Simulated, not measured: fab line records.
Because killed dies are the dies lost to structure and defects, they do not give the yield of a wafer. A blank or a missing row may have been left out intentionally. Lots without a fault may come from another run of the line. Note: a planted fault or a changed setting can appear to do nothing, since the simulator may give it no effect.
fab line records	flow nand-harc	part 1 of 2: steps 1 to 25 of 34
record lots=5	wafers=15	last-day=25
route steps=1159 shown A_CONTACT@953 A_BLC@964
lots untouched by any fault: they come from a run of this same line in which no faults occurred
start-h: the number of hours between the record's first day and the start of the first shown wafer of the lot	wait-h: hours since the lot's step before	" the same as in the row above	L1.1+2: a single row standing in for several wafers	- either no value or no given start	* or withheld: withheld	< > ~ a bound
route shown NAME@n: NAME is a module with steps in the file, n the number in the route of the first one	usual: mean and standard deviation over wafers with no fault	same: alike in all rows	chamber/n: place in a boat	sites: each site's reading	_std_site: standard deviation across them	_edge_site: mean of outer sites minus mean of inner sites	radius-mm: for every site, how far away it sits from the centre of the wafer	mask NAME#n: copy n	behind: the most recent tool/chamber to have shaped the wafer	hold: reason for holding the lot/hours on hold/outcome of the hold	device: the transistor (n, p or np) that didn't switch	end of line: at the end of the route, the tests of the same wafers	for a step that has no rows: nothing shown but its recipe	killed: the dies lost at the first sort to structure and to defects; this is not the yield of the wafer	map: the dies of a wafer, with x for killed, . for not killed, _ for no die there
set.NAME: the setting as run; set.NAME@STEP: as run at that earlier step	model.NAME: the simulator's own value behind a step, which no gauge read
certain route steps with their lots: each step a table, each wafer a row
services: the hour from which a tool's chamber was out of use, counted from the record's first day as start-h (under 0 if before that day), plus the number of hours and why
## steps
# step NHARC_A_CONTACT_STRIP_108
# recipe cf4-flow-sccm=100	chf3-flow-sccm=30	ar-flow-sccm=0	bias-w=0	chemistry=CF4/CHF3
lot.wafer	tool	chamber	start-h	wait-h
L074.1+5+6	rie-diel-02	0,1,2	395.98	0.1
L081.2+4+6	rie-diel-12	2,3,0	426.87	0.1
L083.3+2+4	rie-diel-02	1,2,1	444.38	0.1
L093.4+1+5	rie-diel-12	0,2,3	505.42	0.1
L097.4+1+5	rie-diel-01	2,3,0	543.02	0.1
# step NHARC_A_CONTACT_STRIP_109
# recipe o2-flow-sccm=400	cos-flow-sccm=20	ar-flow-sccm=0	bias-w=0	chemistry=O2/COS
lot.wafer	tool	chamber	start-h	wait-h
L074.1+5+6	rie-diel-02	1,0,1	396.03	0.1
L081.2+4+6	rie-diel-12	3,1,2	426.93	0.1
L083.3+2+4	rie-diel-02	2,0,2	444.44	0.1
L093.4+1+5	rie-diel-12	0,3,1	505.48	0.1
L097.4+1+5	rie-diel-01	2,0,2	543.08	0.1
# step NHARC_A_CONTACT_ETCH_110
# recipe target-depth-a=500	overetch-a=50	time-s=27.5	ion-energy-ev=100	cf4-flow-sccm=80	o2-flow-sccm=20	ar-flow-sccm=0	rf-w=300	bias-w=100	chemistry=CF4/O2
# usual drypump-motor-current-A=5.97/0.22	oes_o_777_au=1.001/0.0047	oes-product-au=1.000/0.0081	rf-vpp-V=197.7/1.4	showerhead-plenum-p-Torr=1.33/0.057	throttle-valve-pct=13.396/0.0092
lot.wafer	tool	chamber	start-h	wait-h	drypump-motor-current-A	oes_o_777_au	oes-product-au	rf-hours-counter-h	rf-vpp-V	showerhead-plenum-p-Torr	throttle-valve-pct
L074.1	rie-diel-02	3	396.10	0.1	5.98	0.997	0.991	10	195.6	1.29	13.393
L074.5	"	1	"	"	6.23	1.001	0.999	-	199.7	1.41	13.395
L074.6	"	2	"	"	6.10	1.002	1.009	-	197.9	1.29	13.385
L081.2	rie-diel-12	1	427.18	0.3	5.80	0.996	0.993	7	194.8	1.25	13.403
L081.4	"	3	"	"	6.19	1.003	1.003	13	198.3	1.38	13.395
L081.6	"	0	"	"	6.09	0.999	0.986	-	197.5	1.33	13.407
L083.3	rie-diel-02	2	444.52	0.1	6.06	1.002	1.009	19	198.4	1.29	13.402
L083.2	"	0	"	"	6.02	0.996	0.999	17	197.0	1.31	13.393
L083.4	"	1	"	"	6.22	1.000	1.008	-	199.5	1.40	13.389
L093.4	rie-diel-12	1	505.57	0.1	5.77	1.004	0.984	33	196.5	1.24	13.397
L093.1	"	2	"	"	5.56	0.993	1.010	36	197.9	1.31	13.396
L093.5	"	1	"	"	5.77	0.998	0.997	-	196.7	1.24	13.391
L097.1	rie-diel-01	0	543.14	0.1	5.70	1.005	1.004	12	200.7	1.44	13.400
L097.4	"	1	"	"	6.08	0.997	1.014	16	197.7	1.37	13.405
L097.5	"	0	"	"	5.68	0.997	1.008	-	200.6	1.44	13.409
# step NHARC_A_CONTACT_STRIP_26
# recipe o2-flow-sccm=500	ar-flow-sccm=0	bias-w=0	chemistry=O2
# usual drypump-motor-current-A=5.99/0.22	oes-product-au=0.999/0.0071	rf-vpp-V=57.8/0.94	showerhead-plenum-p-Torr=3.51/0.14	throttle-valve-pct=17.036/0.0092
lot.wafer	tool	chamber	start-h	wait-h	drypump-motor-current-A	oes-product-au	rf-hours-counter-h	rf-vpp-V	showerhead-plenum-p-Torr	throttle-valve-pct
L074.1	rie-diel-02	0	-	-	6.03	1.000	8	58.6	3.47	17.052
L074.6	"	2	"	"	6.09	1.008	-	58.5	3.42	17.028
L074.5	"	3	"	"	5.98	1.003	-	58.6	3.40	17.033
L081.4	rie-diel-12	0	-	-	6.12	0.999	13	57.8	3.51	17.042
L081.2	"	2	"	"	5.59	0.993	12	58.5	3.48	17.038
L081.6	"	0	"	"	6.11	0.996	-	58.0	3.51	17.034
L083.2	rie-diel-02	0	-	-	6.03	1.000	17	57.6	3.47	17.034
L083.3	"	1	"	"	6.24	0.997	21	57.6	3.70	17.046
L083.4	"	0	"	"	6.01	0.999	-	56.8	3.47	17.042
L093.4	rie-diel-12	2	-	-	5.61	0.996	37	57.0	3.46	17.062
L093.1	"	1	"	"	5.79	1.006	33	57.1	3.30	17.039
L093.5	"	2	"	"	5.59	1.002	-	58.7	3.46	17.041
L097.1	rie-diel-01	2	-	-	5.71	1.010	15	58.2	3.80	17.039
L097.4	"	3	"	"	5.62	1.000	15	57.7	3.72	17.043
L097.5	"	3	"	"	5.60	1.012	-	58.5	3.72	17.029
# step NHARC_A_CONTACT_STRIP_27
# recipe time-s=600	temp-c=30	chemistry=post-etch-residue-remover
lot.wafer	tool	chamber	start-h	wait-h
L074.5+1+6	wet-bench-06	3,5,0	396.48	-
L081.4+2+6	wet-bench-01	1,4,6	427.56	-
L083.4+2+3	wet-bench-06	0,1,2	444.96	-
L093.4+1+5	wet-bench-06	5,6,7	505.96	-
L097.1+5+4	wet-bench-06	4,5,6	543.54	-
# step NHARC_A_CONTACT_ALD_18
# recipe target-thk-a=30	pulse-time-s=1	ald-cycles=150	temp-c=450	material=TiN
# usual heater-power-w=1113/130	precursor-pulse-height-rel=1.002/0.019
lot.wafer	tool	chamber	start-h	wait-h	heater-power-w	precursor-pulse-height-rel
L074.1	ald-metal-02	3	396.81	-	1006	0.993
L074.5	"	0	"	"	1021	1.021
L074.6	"	1	"	"	1243	1.041
L081.2	ald-metal-03	1	427.87	-	1190	0.968
L081.4	"	2	"	"	1189	0.999
L081.6	"	3	"	"	1384	0.997
L083.4	ald-metal-03	3	445.22	-	1329	0.977
L083.3	"	1	"	"	1215	1.006
L083.2	"	2	"	"	1218	1.028
L093.1	ald-metal-04	3	506.21	-	1250	0.979
L093.4	"	3	"	"	1215	1.018
L093.5	"	2	"	"	1012	1.009
L097.4	ald-metal-03	1	543.80	-	1254	0.997
L097.1	"	3	"	"	1370	0.988
L097.5	"	1	"	"	1268	0.987
# step NHARC_A_CONTACT_CVD_19
# recipe target-thk-a=3000	temp-c=300	pressure-torr=40	wf6-flow-sccm=40	h2-flow-sccm=1600	ar-flow-sccm=1560	time-s=802	material=W
# usual heater-power-w=455/23	mfc-wf6-sccm=40.01/0.12	throttle-valve-pct=7.8/0.31
lot.wafer	tool	chamber	start-h	wait-h	heater-power-w	mfc-wf6-sccm	throttle-valve-pct
L074.1	cvd-w-02	1	-	-	427	40.04	8.2
L074.6	"	1	"	"	424	40.21	8.2
L074.5	"	0	"	"	492	40.00	7.6
L081.2	cvd-w-01	0	-	-	457	40.10	7.4
L081.4	"	1	"	"	441	40.11	7.5
L081.6	"	0	"	"	441	39.95	7.9
L083.2	cvd-w-01	1	-	-	447	40.27	7.6
L083.4	"	1	"	"	456	40.33	7.6
L083.3	"	0	"	"	438	39.94	7.8
L093.1	cvd-w-01	0	-	-	468	39.99	7.7
L093.4	"	1	"	"	454	40.02	7.5
L093.5	"	0	"	"	460	40.02	7.8
L097.1	cvd-w-02	1	-	-	435	40.09	8.1
L097.4	"	0	"	"	489	39.94	7.5
L097.5	"	0	"	"	471	39.92	7.6
# step NHARC_A_CONTACT_CMP_20
# recipe t-overpolish-s=30	target-thk-nm=300
# usual motor-current-A=12.5/1.1	overpolish-run-s=30.000/0.0084	slurry-flow-ml-min=150.0/0.47	time-to-endpoint-s=59.6/2.5
lot.wafer	tool	chamber	start-h	wait-h	motor-current-A	overpolish-run-s	slurry-flow-ml-min	time-to-endpoint-s
L074.1	cmp-02	1	406.65	0.8	12.4	29.984	150.3	60.7
L074.6	"	0	"	"	13.2	30.002	150.2	61.7
L074.5	"	1	"	"	12.1	29.990	149.5	63.4
L081.2	cmp-01	1	428.95	0.8	12.4	29.989	150.4	59.8
L081.4	"	2	"	"	10.5	29.987	150.1	58.1
L081.6	"	1	"	"	12.2	29.996	149.3	59.1
L083.4	cmp-02	2	447.15	0.5	13.0	30.008	150.0	57.5
L083.3	"	3	"	"	12.9	30.004	150.7	61.0
L083.2	"	0	"	"	13.5	29.995	150.7	60.5
L093.1	cmp-03	3	509.27	0.8	14.5	30.001	150.1	58.0
L093.4	"	2	"	"	10.6	30.006	150.4	60.0
L093.5	"	3	"	"	15.1	29.997	149.3	60.0
L097.1	cmp-03	2	547.84	0.6	10.4	29.992	149.2	63.2
L097.4	"	1	"	"	11.8	29.991	150.2	63.1
L097.5	"	3	"	"	14.3	29.994	149.6	62.7
# step NHARC_A_CONTACT_SRD_22
lot.wafer	tool	chamber	start-h	wait-h
L074.6+1+5	wet-bench-06	5,6,1	406.94	0.0
L081.2+4+6	wet-bench-06	1,5,6	429.24	0.0
L083.2+4+3	wet-bench-07	1,3,5	447.45	0.0
L093.5+1+4	wet-bench-07	5,6,1	509.59	0.0
L097.5+4+1	wet-bench-06	1,3,6	548.17	0.0
# step NHARC_A_CONTACT_INSPECT_23
# usual raw-defect-count=423/120
lot.wafer	tool	chamber	start-h	wait-h	raw-defect-count
L074.1	defect-inspect-02	-	407.02	0.1	300
L074.5	"	-	"	"	255
L074.6	"	-	"	"	449
L081.2	defect-inspect-01	-	429.33	0.1	604
L081.4	"	-	"	"	432
L081.6	"	-	"	"	641
L083.2	defect-inspect-02	-	447.53	0.1	428
L083.3	"	-	"	"	342
L083.4	"	-	"	"	265
L093.1	defect-inspect-02	-	509.68	0.1	378
L093.4	"	-	"	"	431
L093.5	"	-	"	"	391
L097.1	defect-inspect-01	-	548.25	0.1	799
L097.4	"	-	"	"	624
L097.5	"	-	"	"	766
# step NHARC_A_BLC_DEHYDRATE_00
# recipe temp-c=150	time-s=120
lot.wafer	tool	chamber	start-h	wait-h
L074.1+5+6	litho-track-01	0	407.08	0.1
L081.2+4+6	litho-track-06	0	429.38	0.1
L083.2+3+4	litho-track-06	0	447.59	0.1
L093.1+4+5	litho-track-01	0	509.73	0.1
L097.1+4+5	litho-track-01	0	548.31	0.1
# step NHARC_A_BLC_HMDS_01
# recipe time-s=30
lot.wafer	tool	chamber	start-h	wait-h
L074.1+5+6	litho-track-01	0	-	-
L081.2+4+6	litho-track-06	0	-	-
L083.2+3+4	litho-track-06	0	-	-
L093.1+4+5	litho-track-01	0	-	-
L097.1+4+5	litho-track-01	0	-	-
# step NHARC_A_BLC_COAT_02
# recipe temp-c=260	time-s=75
lot.wafer	tool	chamber	start-h	wait-h
L074.1+5+6	litho-track-01	0	-	-
L081.2+4+6	litho-track-06	0	-	-
L083.2+3+4	litho-track-06	0	-	-
L093.1+4+5	litho-track-01	0	-	-
L097.1+4+5	litho-track-01	0	-	-
# step NHARC_A_BLC_COAT_03
# recipe temp-c=225	time-s=65
lot.wafer	tool	chamber	start-h	wait-h
L074.1+5+6	litho-track-01	0	-	-
L081.2+4+6	litho-track-06	0	-	-
L083.2+3+4	litho-track-06	0	-	-
L093.1+4+5	litho-track-01	0	-	-
L097.1+4+5	litho-track-01	0	-	-
# step NHARC_A_BLC_COAT_04
# recipe spin-rpm=1500	resist-thk-nm=90
# usual dispense-pressure-kPa=47/7
lot.wafer	tool	chamber	start-h	wait-h	dispense-pressure-kPa
L074.1	litho-track-01	0	-	-	41
L074.5	"	0	"	"	41
L074.6	"	0	"	"	41
L081.2	litho-track-06	0	-	-	56
L081.4	"	0	"	"	56
L081.6	"	0	"	"	56
L083.2	litho-track-06	0	-	-	56
L083.3	"	0	"	"	56
L083.4	"	0	"	"	56
L093.1	litho-track-01	0	-	-	41
L093.4	"	0	"	"	41
L093.5	"	0	"	"	41
L097.1	litho-track-01	0	-	-	41
L097.4	"	0	"	"	41
L097.5	"	0	"	"	41
# step NHARC_A_BLC_SOFTBAKE_05
# recipe temp-c=105	time-s=55
lot.wafer	tool	chamber	start-h	wait-h
L074.1+5+6	litho-track-01	0	-	-
L081.2+4+6	litho-track-06	0	-	-
L083.2+3+4	litho-track-06	0	-	-
L093.1+4+5	litho-track-01	0	-	-
L097.1+4+5	litho-track-01	0	-	-
# step NHARC_A_BLC_EBR_06
lot.wafer	tool	chamber	start-h	wait-h
L074.1+5+6	litho-track-01	0	-	-
L081.2+4+6	litho-track-06	0	-	-
L083.2+3+4	litho-track-06	0	-	-
L093.1+4+5	litho-track-01	0	-	-
L097.1+4+5	litho-track-01	0	-	-
# step NHARC_A_BLC_EXPOSE_07
# recipe na=1.35	target-cd-nm=100	dose-mj=67.97	mask-id=A_BLC
# usual exposure-dose-mJ-cm2=68.6/0.76
lot.wafer	tool	chamber	start-h	wait-h	mask	exposure-dose-mJ-cm2
L074.1	arfi-scanner-02	0	407.39	-	A_BLC#0	68.0
L074.5	"	0	"	"	A_BLC#0	67.9
L074.6	"	0	"	"	A_BLC#0	68.0
L081.2	arfi-scanner-01	0	429.57	-	A_BLC#0	69.6
L081.4	"	0	"	"	A_BLC#0	69.6
L081.6	"	0	"	"	A_BLC#0	69.7
L083.2	arfi-scanner-02	0	447.78	-	A_BLC#0	68.1
L083.3	"	0	"	"	A_BLC#0	68.0
L083.4	"	0	"	"	A_BLC#0	68.0
L093.1	arfi-scanner-03	0	510.04	-	A_BLC#0	68.1
L093.4	"	0	"	"	A_BLC#0	68.1
L093.5	"	0	"	"	A_BLC#0	68.1
L097.1	arfi-scanner-03	0	548.62	-	A_BLC#0	67.9
L097.4	"	0	"	"	A_BLC#0	68.0
L097.5	"	0	"	"	A_BLC#0	68.0
# step NHARC_A_BLC_PEB_08
# recipe peb-temp-c=100	peb-time-s=65
lot.wafer	tool	chamber	start-h	wait-h
L074.1+5+6	litho-track-01	0	407.45	0.1
L081.2+4+6	litho-track-01	0	429.63	0.1
L083.2+3+4	litho-track-06	0	447.83	0.1
L093.1+4+5	litho-track-06	0	510.10	0.1
L097.1+4+5	litho-track-06	0	548.68	0.1
# step NHARC_A_BLC_DEVELOP_09
# recipe develop-time-s=35	dev-temp-c=23
lot.wafer	tool	chamber	start-h	wait-h
L074.1+5+6	litho-track-01	0	-	-
L081.2+4+6	litho-track-01	0	-	-
L083.2+3+4	litho-track-06	0	-	-
L093.1+4+5	litho-track-06	0	-	-
L097.1+4+5	litho-track-06	0	-	-
# step NHARC_A_BLC_CD_MEAS_10
# recipe target-cd-nm=100	landing-energy-ev=500
# usual cd-nm=99.8/0.53
lot.wafer	tool	chamber	start-h	wait-h	cd-nm
L074.1	cd-sem-01	0	407.53	-	100.9
L074.5	"	0	"	"	100.4
L074.6	"	0	"	"	100.5
L081.2	cd-sem-02	0	429.71	-	99.2
L081.4	"	0	"	"	99.2
L081.6	"	0	"	"	100.0
L083.2	cd-sem-01	0	447.92	-	99.8
L083.3	"	0	"	"	99.4
L083.4	"	0	"	"	99.3
L093.1	cd-sem-03	0	510.18	-	100.8
L093.4	"	0	"	"	99.1
L093.5	"	0	"	"	100.2
L097.1	cd-sem-02	0	548.76	-	100.0
L097.4	"	0	"	"	99.7
L097.5	"	0	"	"	99.4
# step NHARC_A_BLC_OVL_MEAS_11
# usual overlay-x-nm=-0.2/0.74	overlay-y-nm=0.2/0.8
lot.wafer	tool	chamber	start-h	wait-h	overlay-x-nm	overlay-y-nm
L074.1	overlay-02	-	407.62	-	-0.7	-0.5
L074.5	"	-	"	"	-0.7	0.3
L074.6	"	-	"	"	-0.8	0.1
L081.2	overlay-01	-	429.81	-	0.2	-0.6
L081.4	"	-	"	"	0.6	-0.5
L081.6	"	-	"	"	0.3	-0.6
L083.2	overlay-02	-	448.00	-	-0.9	0.0
L083.3	"	-	"	"	-0.3	0.9
L083.4	"	-	"	"	-0.7	0.8
L093.1	overlay-01	-	510.27	-	-0.1	1.2
L093.4	"	-	"	"	-0.5	0.3
L093.5	"	-	"	"	-0.5	0.7
L097.1	overlay-01	-	548.85	-	1.1	0.8
L097.4	"	-	"	"	1.1	1.2
L097.5	"	-	"	"	1.2	1.0
# step NHARC_A_BLC_INSPECT_12
# usual raw-defect-count=29/12
lot.wafer	tool	chamber	start-h	wait-h	raw-defect-count
L074.1	defect-inspect-02	-	407.66	0.0	23
L074.5	"	-	"	"	15
L074.6	"	-	"	"	19
L081.2	defect-inspect-02	-	429.84	0.0	33
L081.4	"	-	"	"	27
L081.6	"	-	"	"	41
L083.2	defect-inspect-02	-	448.04	0.0	28
L083.3	"	-	"	"	27
L083.4	"	-	"	"	31
L093.1	defect-inspect-02	-	510.31	0.0	38
L093.4	"	-	"	"	54
L093.5	"	-	"	"	30
L097.1	defect-inspect-02	-	548.89	0.0	27
L097.4	"	-	"	"	21
L097.5	"	-	"	"	15
# step NHARC_A_BLC_DESCUM_15
# recipe time-s=3	o2-flow-sccm=200	ar-flow-sccm=0	bias-power-w=0	chemistry=O2
# usual drypump-motor-current-A=5.8/0.36	oes-product-au=1.001/0.0072	rf-vpp-V=57.8/0.91	showerhead-plenum-p-Torr=1.92/0.067	throttle-valve-pct=11.311/0.0095
lot.wafer	tool	chamber	start-h	wait-h	drypump-motor-current-A	oes-product-au	rf-hours-counter-h	rf-vpp-V	showerhead-plenum-p-Torr	throttle-valve-pct
L074.1	rie-diel-09	3	407.74	0.1	5.7	0.988	14	58.8	1.96	11.304
L074.5	"	0	"	"	5.3	0.987	-	55.8	1.78	11.317
L074.6	"	1	"	"	6.1	0.991	-	56.4	1.92	11.307
L081.2	rie-diel-09	1	429.91	0.1	6.0	1.005	16	57.4	1.92	11.299
L081.4	"	3	"	"	5.7	1.004	17	59.4	1.96	11.321
L081.6	"	0	"	"	5.3	1.002	-	58.2	1.78	11.310
L083.3	rie-diel-04	3	448.10	0.1	5.9	1.004	15	57.4	1.89	11.305
L083.4	"	0	"	"	5.4	1.005	14	58.6	1.94	11.302
L083.2	"	2	"	"	5.4	1.003	16	57.8	1.86	11.307
L093.4	rie-diel-13	3	510.38	0.1	6.1	0.992	12	58.4	2.07	11.312
L093.1	"	1	"	"	6.2	0.995	16	57.5	1.96	11.320
L093.5	"	2	"	"	6.0	0.996	-	59.1	2.05	11.317
L097.4	rie-diel-04	0	548.96	0.1	5.4	1.011	6	56.6	1.94	11.303
L097.1	"	2	"	"	5.4	1.002	6	57.1	1.86	11.328
L097.5	"	3	"	"	5.9	1.005	-	57.6	1.89	11.296
# step NHARC_A_BLC_ETCH_16
# recipe target-depth-a=390	over-etch-frac=0.3	time-s=65	ion-energy-ev=80	cf4-flow-sccm=150	ar-flow-sccm=0	rf-w=300	bias-w=100	chemistry=CF4
# usual drypump-motor-current-A=5.7/0.38	oes-product-au=1.003/0.0078	rf-vpp-V=151.3/1.1	showerhead-plenum-p-Torr=1.77/0.056	throttle-valve-pct=13.284/0.0088
lot.wafer	tool	chamber	start-h	wait-h	drypump-motor-current-A	oes-product-au	rf-hours-counter-h	rf-vpp-V	showerhead-plenum-p-Torr	throttle-valve-pct
L074.1	rie-diel-09	0	407.81	0.1	5.3	0.995	15	148.7	1.66	13.279
L074.6	"	2	"	"	6.0	0.987	-	152.8	1.78	13.280
L074.5	"	3	"	"	5.7	0.994	-	151.2	1.81	13.283
L081.4	rie-diel-09	1	430.00	0.1	6.0	0.995	16	151.1	1.77	13.285
L081.2	"	2	"	"	5.9	1.000	16	151.7	1.78	13.286
L081.6	"	3	"	"	5.7	0.989	-	153.2	1.81	13.271
L083.3	rie-diel-04	0	448.21	0.1	5.5	0.995	14	150.8	1.79	13.272
L083.4	"	1	"	"	6.2	0.990	15	152.2	1.76	13.298
L083.2	"	2	"	"	5.5	0.992	16	150.5	1.72	13.287
L093.4	rie-diel-13	2	510.47	0.1	6.0	1.004	14	152.2	1.88	13.274
L093.1	"	3	"	"	6.1	1.002	12	152.5	1.90	13.294
L093.5	"	1	"	"	6.2	0.994	-	152.3	1.81	13.284
L097.4	rie-diel-04	2	549.05	0.1	5.4	1.000	6	149.2	1.72	13.296
L097.1	"	3	"	"	5.9	1.014	6	151.2	1.75	13.276
L097.5	"	0	"	"	5.5	0.998	-	151.6	1.79	13.286
